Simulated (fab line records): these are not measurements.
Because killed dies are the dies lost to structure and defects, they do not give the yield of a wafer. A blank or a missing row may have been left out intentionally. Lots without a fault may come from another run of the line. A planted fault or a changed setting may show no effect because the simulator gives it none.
fab line records ; flow n5_finfet ; part 2 of 2: steps 21 to 27 of 27
record: lots: 5; wafers: 15; last_day: 20
route steps=1938 shown BEOL_M9@1423
lots with no fault: from the same line, run without faults
start_h: start of the lot's first displayed wafer, in hours after the record's first day ; wait_h: hours elapsed since this lot's preceding step ; " repeats the value in the row above ; L1.1+2: a row that stands for several wafers ; - either no value or no given start ; * or withheld: withheld ; < > ~ a bound
route shown NAME@n: a module of which the file shows steps, and the number in the route of the first ; usual: mean/standard deviation taken from wafers without a fault ; same: alike in all rows ; chamber/n: place in a boat ; sites: each site's reading ; _std_site: how widely they spread, as a standard deviation ; _edge_site: mean of outer sites minus mean of inner sites ; radius_mm: for every site, how far away it sits from the centre of the wafer ; mask NAME#n: copy n ; behind: the most recent tool/chamber to have shaped the wafer ; hold: why the lot was held/for how many hours/how that ended ; device: which transistor (n, p or np) failed to switch ; end of line: tests of these same wafers at the route's end ; step lacking rows: just its recipe ; killed: not the wafer's yield, but the dies lost to structure and defects at the first sort ; map: per-die view of a wafer (x killed, . not killed, _ where there is no die)
set.NAME: the setting as run; set.NAME@STEP: as run at that earlier step ; model.NAME: the simulator's own value behind a step, which no gauge read
lots at some steps of the route; a table a step, a row a wafer
services: when a tool's chamber went out of use (start_h, in hours from the record's first day, below 0 if earlier), for how many hours, and the reason
== steps ==
step: N5_BEOL_M9_VIA_ETCH_34
recipe: chemistry: C4F6/O2; target: SiCOH_lowk; target_depth_a: 1824; mask_material: SOC; taper_deg: 4; time_s: 68.4; ion_energy_ev: 250; pressure_mtorr: 30; source_w: 345; bias_w: 185; Ar_flow_sccm: 300; C4F6_flow_sccm: 10; O2_flow_sccm: 10
usual: drypump_motor_current_A: 5.5/0.33; oes_product_au: 0.79/0.092; rf_vpp_V: 668/16; showerhead_plenum_p_Torr: 2.84/0.094; throttle_valve_pct: 20.9/0.33
lot.wafer;tool;chamber;start_h;wait_h;drypump_motor_current_A;oes_product_au;rf_hours_counter_h;rf_vpp_V;showerhead_plenum_p_Torr;throttle_valve_pct
L083.1;rie_diel-01;1;309.26;0.0;5.6;0.91;18;685;2.88;20.7
L083.2;rie_diel-01;2;309.26;0.0;5.7;0.73;185;659;2.85;21.1
L083.4;rie_diel-01;3;309.26;0.0;5.5;0.83;82;684;2.98;21.0
L090.3;rie_diel-05;1;339.24;0.0;5.6;0.71;216;673;2.81;21.0
L090.5;rie_diel-05;0;339.24;0.0;5.4;0.90;-;682;2.98;20.7
L090.6;rie_diel-05;1;339.24;0.0;5.6;0.71;-;673;2.81;21.0
L089.2;rie_diel-01;3;353.34;0.0;5.6;0.81;95;682;2.97;21.0
L089.3;rie_diel-01;0;353.34;0.0;5.2;0.87;44;675;2.93;20.7
L089.5;rie_diel-01;3;353.34;0.0;5.6;0.80;-;683;2.97;21.0
L096.2;rie_diel-05;2;396.65;0.0;5.5;0.89;26;652;2.79;20.7
L096.4;rie_diel-05;1;396.65;0.0;5.6;0.70;232;673;2.81;21.0
L096.6;rie_diel-05;1;396.65;0.0;5.6;0.70;-;674;2.81;21.0
L095.2;rie_diel-06;3;408.41;0.0;6.4;0.72;241;663;2.70;20.6
L095.4;rie_diel-06;1;408.41;0.0;5.6;0.81;98;668;2.75;20.8
L095.5;rie_diel-06;1;408.41;0.0;5.6;0.81;-;670;2.75;20.7
step: N5_BEOL_M9_STRIP_73
recipe: chemistry: C4F6/O2; resist: SiARC; rf_frequency_hz: 6e+07
lot.wafer;tool;chamber;start_h;wait_h
L083.1+2+4;rie_diel-01;1,2,3;309.31;0.0
L090.3+5+6;rie_diel-05;1,0,1;339.29;0.0
L089.2+3+5;rie_diel-01;3,0,3;353.39;0.0
L096.2+4+6;rie_diel-05;2,1,1;396.70;0.0
L095.2+4+5;rie_diel-06;3,1,1;408.46;0.0
step: N5_BEOL_M9_STRIP_36
recipe: chemistry: N2/H2; power_w: 450; temp_c: 40; pressure_mtorr: 20; rf_frequency_hz: 6e+07; overash_fraction: 0.3; bias_power_w: 7; h2_frac: 0.5; n2_flow_sccm: 200; h2_flow_sccm: 200
usual: drypump_motor_current_A: 5.5/0.33; oes_product_au: 0.80/0.095; rf_vpp_V: 59.1/1.5; showerhead_plenum_p_Torr: 2.53/0.1; throttle_valve_pct: 23.7/0.53
lot.wafer;tool;chamber;start_h;wait_h;drypump_motor_current_A;oes_product_au;rf_hours_counter_h;rf_vpp_V;showerhead_plenum_p_Torr;throttle_valve_pct
L083.1;rie_diel-01;1;309.32;0.0;5.5;0.93;18;59.6;2.57;23.3
L083.2;rie_diel-01;2;309.32;0.0;5.7;0.73;185;58.3;2.54;23.9
L083.4;rie_diel-01;3;309.32;0.0;5.5;0.83;82;60.2;2.71;24.4
L090.3;rie_diel-05;1;339.30;0.0;5.6;0.71;216;58.0;2.50;23.3
L090.5;rie_diel-05;0;339.30;0.0;5.4;0.90;-;61.3;2.69;23.4
L090.6;rie_diel-05;1;339.30;0.0;5.6;0.72;-;58.7;2.50;23.3
L089.2;rie_diel-01;3;353.40;0.0;5.5;0.83;95;61.7;2.71;24.4
L089.3;rie_diel-01;0;353.40;0.0;5.2;0.89;44;60.7;2.56;23.1
L089.5;rie_diel-01;3;353.40;0.0;5.5;0.81;-;58.9;2.71;24.4
L096.2;rie_diel-05;2;396.71;0.0;5.5;0.89;26;58.7;2.47;23.3
L096.4;rie_diel-05;1;396.71;0.0;5.6;0.70;232;57.9;2.49;23.3
L096.6;rie_diel-05;1;396.71;0.0;5.6;0.69;-;61.4;2.49;23.3
L095.2;rie_diel-06;3;408.47;0.0;6.4;0.71;241;59.2;2.38;23.0
L095.4;rie_diel-06;1;408.47;0.0;5.6;0.82;98;59.8;2.46;23.7
L095.5;rie_diel-06;1;408.47;0.0;5.7;0.81;-;59.6;2.46;23.7
step: N5_BEOL_M9_TRENCH_ETCH_37
recipe: chemistry: C4F6/O2; target_depth_a: 1514.3; target: SiCOH_lowk; time_s: 49; ion_energy_ev: 250; pressure_mtorr: 30; source_w: 345; bias_w: 185; Ar_flow_sccm: 300; C4F6_flow_sccm: 10; O2_flow_sccm: 10
usual: drypump_motor_current_A: 5.5/0.33; oes_product_au: 0.79/0.092; rf_vpp_V: 668/16; showerhead_plenum_p_Torr: 2.84/0.094; throttle_valve_pct: 21.0/0.33
lot.wafer;tool;chamber;start_h;wait_h;drypump_motor_current_A;oes_product_au;rf_hours_counter_h;rf_vpp_V;showerhead_plenum_p_Torr;throttle_valve_pct
L083.1;rie_diel-01;1;-;-;5.6;0.91;18;688;2.88;20.7
L083.2;rie_diel-01;2;-;-;5.7;0.74;185;659;2.85;21.2
L083.4;rie_diel-01;3;-;-;5.6;0.83;82;683;2.98;21.0
L090.3;rie_diel-05;1;-;-;5.6;0.70;216;675;2.81;21.0
L090.5;rie_diel-05;0;-;-;5.4;0.90;-;681;2.98;20.7
L090.6;rie_diel-05;1;-;-;5.6;0.71;-;675;2.81;21.0
L089.2;rie_diel-01;3;-;-;5.6;0.81;95;682;2.97;21.0
L089.3;rie_diel-01;0;-;-;5.2;0.87;44;676;2.93;20.7
L089.5;rie_diel-01;3;-;-;5.6;0.80;-;683;2.97;21.0
L096.2;rie_diel-05;2;-;-;5.5;0.89;26;651;2.79;20.7
L096.4;rie_diel-05;1;-;-;5.6;0.70;232;673;2.81;21.0
L096.6;rie_diel-05;1;-;-;5.6;0.70;-;672;2.81;21.1
L095.2;rie_diel-06;3;-;-;6.4;0.71;241;661;2.70;20.7
L095.4;rie_diel-06;1;-;-;5.6;0.81;98;668;2.75;20.8
L095.5;rie_diel-06;1;-;-;5.6;0.80;-;667;2.75;20.8
step: N5_BEOL_M9_ETCH_41
recipe: chemistry: CH3F/O2; target: SiCN; target_depth_a: 366; taper_deg: 2; time_s: 70.1; ion_energy_ev: 120; mask_material: TiN; pressure_mtorr: 30; source_w: 395; bias_w: 75; Ar_flow_sccm: 150; CH3F_flow_sccm: 30; O2_flow_sccm: 20
usual: CH3F_flow_sccm: 29.98/0.099; drypump_motor_current_A: 5.5/0.33; oes_product_au: 0.79/0.091; rf_vpp_V: 297.1/1.7; showerhead_plenum_p_Torr: 1.99/0.07; throttle_valve_pct: 16.3/0.31
lot.wafer;tool;chamber;start_h;wait_h;CH3F_flow_sccm;drypump_motor_current_A;oes_product_au;rf_hours_counter_h;rf_vpp_V;showerhead_plenum_p_Torr;throttle_valve_pct
L083.1;rie_diel-01;1;-;-;30.00;5.6;0.91;18;298.3;2.03;16.2
L083.2;rie_diel-01;2;-;-;30.04;5.7;0.75;185;296.0;2.00;16.5
L083.4;rie_diel-01;3;-;-;29.88;5.6;0.83;82;299.5;2.10;16.3
L090.3;rie_diel-05;1;-;-;29.77;5.6;0.71;216;296.6;1.98;16.5
L090.5;rie_diel-05;0;-;-;30.15;5.4;0.90;-;300.0;2.10;16.1
L090.6;rie_diel-05;1;-;-;29.93;5.6;0.71;-;295.6;1.98;16.5
L089.2;rie_diel-01;3;-;-;30.09;5.6;0.80;95;299.1;2.10;16.4
L089.3;rie_diel-01;0;-;-;29.88;5.2;0.86;44;298.0;2.06;16.0
L089.5;rie_diel-01;3;-;-;30.00;5.6;0.80;-;300.1;2.10;16.4
L096.2;rie_diel-05;2;-;-;29.93;5.5;0.91;26;295.5;1.96;16.1
L096.4;rie_diel-05;1;-;-;29.98;5.6;0.70;232;295.7;1.97;16.5
L096.6;rie_diel-05;1;-;-;29.88;5.6;0.70;-;298.4;1.97;16.6
L095.2;rie_diel-06;3;-;-;29.90;6.4;0.72;241;294.8;1.89;16.1
L095.4;rie_diel-06;1;-;-;30.05;5.6;0.80;98;295.5;1.93;16.2
L095.5;rie_diel-06;1;-;-;30.05;5.6;0.80;-;296.2;1.93;16.2
step: N5_BEOL_M9_STRIP_80
recipe: chemistry: N2/H2; time_s: 10; power_w: 450; temp_c: 40; pressure_mtorr: 20; rf_frequency_hz: 6e+07; bias_power_w: 7; n2_flow_sccm: 200; h2_flow_sccm: 200
usual: drypump_motor_current_A: 5.5/0.33; oes_product_au: 0.80/0.093; rf_vpp_V: 59.1/0.91; showerhead_plenum_p_Torr: 2.53/0.1; throttle_valve_pct: 23.7/0.53
lot.wafer;tool;chamber;start_h;wait_h;drypump_motor_current_A;oes_product_au;rf_hours_counter_h;rf_vpp_V;showerhead_plenum_p_Torr;throttle_valve_pct
L083.1;rie_diel-01;1;-;-;5.6;0.92;18;58.6;2.57;23.3
L083.2;rie_diel-01;2;-;-;5.7;0.74;185;59.0;2.54;23.9
L083.4;rie_diel-01;3;-;-;5.6;0.84;82;60.1;2.71;24.4
L090.3;rie_diel-05;1;-;-;5.6;0.72;216;59.4;2.50;23.3
L090.5;rie_diel-05;0;-;-;5.4;0.89;-;58.7;2.69;23.5
L090.6;rie_diel-05;1;-;-;5.6;0.72;-;58.8;2.50;23.3
L089.2;rie_diel-01;3;-;-;5.6;0.82;95;59.8;2.71;24.4
L089.3;rie_diel-01;0;-;-;5.2;0.89;44;58.9;2.56;23.1
L089.5;rie_diel-01;3;-;-;5.6;0.82;-;59.3;2.71;24.4
L096.2;rie_diel-05;2;-;-;5.5;0.89;26;58.0;2.47;23.3
L096.4;rie_diel-05;1;-;-;5.7;0.71;232;58.8;2.49;23.3
L096.6;rie_diel-05;1;-;-;5.6;0.71;-;58.4;2.49;23.3
L095.2;rie_diel-06;3;-;-;6.4;0.70;241;59.2;2.38;23.0
L095.4;rie_diel-06;1;-;-;5.6;0.81;98;58.8;2.46;23.7
L095.5;rie_diel-06;1;-;-;5.6;0.82;-;58.0;2.45;23.7
step: N5_BEOL_M9_OCD_MEAS_38
usual: trench_depth_nm: 150/4.5
lot.wafer;tool;chamber;start_h;wait_h;trench_depth_nm
L083.1;ocd-01;-;309.54;-;150
L083.2;ocd-01;-;309.54;-;153
L083.4;ocd-01;-;309.54;-;151
L090.3;ocd-02;-;339.52;-;147
L090.5;ocd-02;-;339.52;-;161
L090.6;ocd-02;-;339.52;-;148
L089.2;ocd-02;-;353.62;-;149
L089.3;ocd-02;-;353.62;-;148
L089.5;ocd-02;-;353.62;-;149
L096.2;ocd-01;-;396.92;-;154
L096.4;ocd-01;-;396.92;-;149
L096.6;ocd-01;-;396.92;-;149
L095.2;ocd-02;-;408.68;-;154
L095.4;ocd-02;-;408.68;-;149
L095.5;ocd-02;-;408.68;-;148
== services ==
tool;chamber;start_h;hours;kind
rie_diel-06;-;285.04;0.6;repair
rie_diel-05;-;299.85;2.8;pm
rie_diel-06;2;302.75;5.4;repair
euv_scanner-01;-;306.34;0.6;repair
euv_scanner-01;0;311.59;-;calibration
litho_track-04;-;326.34;-;consumable_replace:filter
rie_diel-06;-;327.61;1.9;repair
euv_scanner-02;-;327.63;1.0;pm
rie_diel-06;3;331.79;18.0;repair
euv_scanner-01;-;332.11;1.0;pm
rie_diel-06;1;344.77;6.9;repair
euv_scanner-01;-;357.18;4.6;pm
euv_scanner-02;0;375.14;-;calibration
rie_diel-05;0;376.44;12.7;repair
euv_scanner-02;-;383.78;1.0;pm
euv_scanner-01;-;384.82;5.8;pm
euv_scanner-02;-;391.61;5.8;pm
rie_diel-05;3;407.75;-;clean
rie_diel-05;3;407.75;-;consumable_replace:focus_ring
rie_diel-05;3;407.75;-;consumable_replace:showerhead
rie_diel-05;3;407.75;22.4;scheduled_down
rie_diel-05;3;407.75;22.4;vent_cycle
